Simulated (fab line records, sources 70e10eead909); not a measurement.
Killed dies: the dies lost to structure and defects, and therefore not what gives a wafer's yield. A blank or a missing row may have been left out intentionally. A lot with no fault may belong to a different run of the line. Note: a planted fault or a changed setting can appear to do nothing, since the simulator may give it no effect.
Struck lot and sound lot, side by side || flow nandHarc || 17 out of 1159 route steps
Sound: wafers L197.1, L197.2, L197.5. Wafers L200.1, L200.3, L200.4 were the ones struck. The cause is named last.
Per side, at each step with rows, come the tool, then ch with its chambers, and then its first start. Under that, the readings that differ: sound wafers || struck wafers || difference of the means || sigmas: that difference in standard deviations of wafers without a fault.
alike: words and numbers the same on both sides, and readings whose means are apart by under 2 such deviations; not compared: readings that were withheld, readings missing a value for some wafer, numbers with overlapping values and no deviation given by the record, and bounds like >300 which may hide the same value.
The two part at a step that has a row with sigmas, a row that says differs or no value, or rows on one side only. Numbers that don't overlap but have no deviation are shown without sigmas and don't part them. A reading missing from all wafers of one side parts the sides only when that side holds two or more wafers.

NHARC_P_ZERO_WELL_CD_MEAS_11 targets a cd of 500 nm.
  sound on cdSem-03 ch 0, day 2 07:14; struck on cdSem-01 ch 0, day 3 01:18
  alike: cdNm
then, 1 step without rows for these wafers: NHARC_P_ZERO_WELL_HARDBAKE_12 (time 65 s).
NHARC_P_ZERO_WELL_DESCUM_13: chemistry O2, time 3 s.
  sound on rieDiel-04 ch 1,3, day 2 07:24; struck on rieDiel-11 ch 0,1,2, day 3 01:27
  alike: drypumpMotorCurrentA, o2FlowSccm, oesProductAu, rfVppV, showerheadPlenumPTorr, throttleValvePct
  not compared: rfHoursCounterH
NHARC_P_ZERO_WELL_ETCH_65: etches the open film in N2/H2, target depth 80 nm, overetch 24 nm, time 87.88 s.
  sound on rieDiel-04 ch 1,2, day 2 07:29; struck on rieDiel-11 ch 1,2,3, day 3 01:33
  alike: drypumpMotorCurrentA, oesProductAu, rfVppV, showerheadPlenumPTorr, throttleValvePct
  not compared: rfHoursCounterH
NHARC_P_ZERO_WELL_ETCH_62: etches the open film in CHF3/Ar, target depth 13 nm, time 6.5 s.
  sound: rieDiel-04 ch 2,3; struck: rieDiel-11 ch 0,1,2
  alike: drypumpMotorCurrentA, oesProductAu, rfVppV, showerheadPlenumPTorr, throttleValvePct
  not compared: rfHoursCounterH
NHARC_P_ZERO_WELL_ETCH_63: etches the open film in HBr/Cl2, target depth 120 nm, time 40.1 s.
  sound on rieSi-01 ch 2,3, day 2 07:39; struck on rieSi-04 ch 0,1,2, day 3 01:43
  alike: drypumpMotorCurrentA, oesProductAu, throttleValvePct
  not compared: rfHoursCounterH
then, 6 steps without rows for these wafers: NHARC_P_ZERO_WELL_STRIP_15 (strips in SPM, time 900 s); NHARC_P_ZERO_WELL_DEHYDRATE_16 (time 120 s); NHARC_P_ZERO_WELL_HMDS_17 (time 30 s); NHARC_P_ZERO_WELL_COAT_18; NHARC_P_ZERO_WELL_SOFTBAKE_19 (time 95 s); NHARC_P_ZERO_WELL_EBR_20.
NHARC_P_ZERO_WELL_EXPOSE_21: exposes mask P NWELL, target cd 720 nm.
  sound on krfScanner-03 ch 0, day 2 08:25; struck on krfScanner-02 ch 0, day 3 02:21
{"reading": "mask", "sound": "P_NWELL#0 P_NWELL#0 P_NWELL#0", "struck": "P_HVPW#0 P_HVPW#0 P_HVPW#0", "difference": "differs", "sigmas": ""}
then, 2 steps without rows for these wafers: NHARC_P_ZERO_WELL_PEB_22 (peb time 85 s); NHARC_P_ZERO_WELL_DEVELOP_23 (time 70 s).
NHARC_P_ZERO_WELL_CD_MEAS_24 targets a cd of 720 nm.
  sound on cdSem-03 ch 0, day 2 08:35; struck on cdSem-01 ch 0, day 3 02:31
{"reading": "cdNm (nm)", "sound": "722.4 719.8 719.5", "struck": "- - -", "difference": "no value on the struck wafers", "sigmas": ""}
then, 1 step without rows for these wafers: NHARC_P_ZERO_WELL_HARDBAKE_25 (time 80 s).

WHERE THEY PART
Last at NHARC_P_ZERO_WELL_CD_MEAS_24 as far as this record goes, first at NHARC_P_ZERO_WELL_EXPOSE_21.

WHY: whatever the simulator had introduced
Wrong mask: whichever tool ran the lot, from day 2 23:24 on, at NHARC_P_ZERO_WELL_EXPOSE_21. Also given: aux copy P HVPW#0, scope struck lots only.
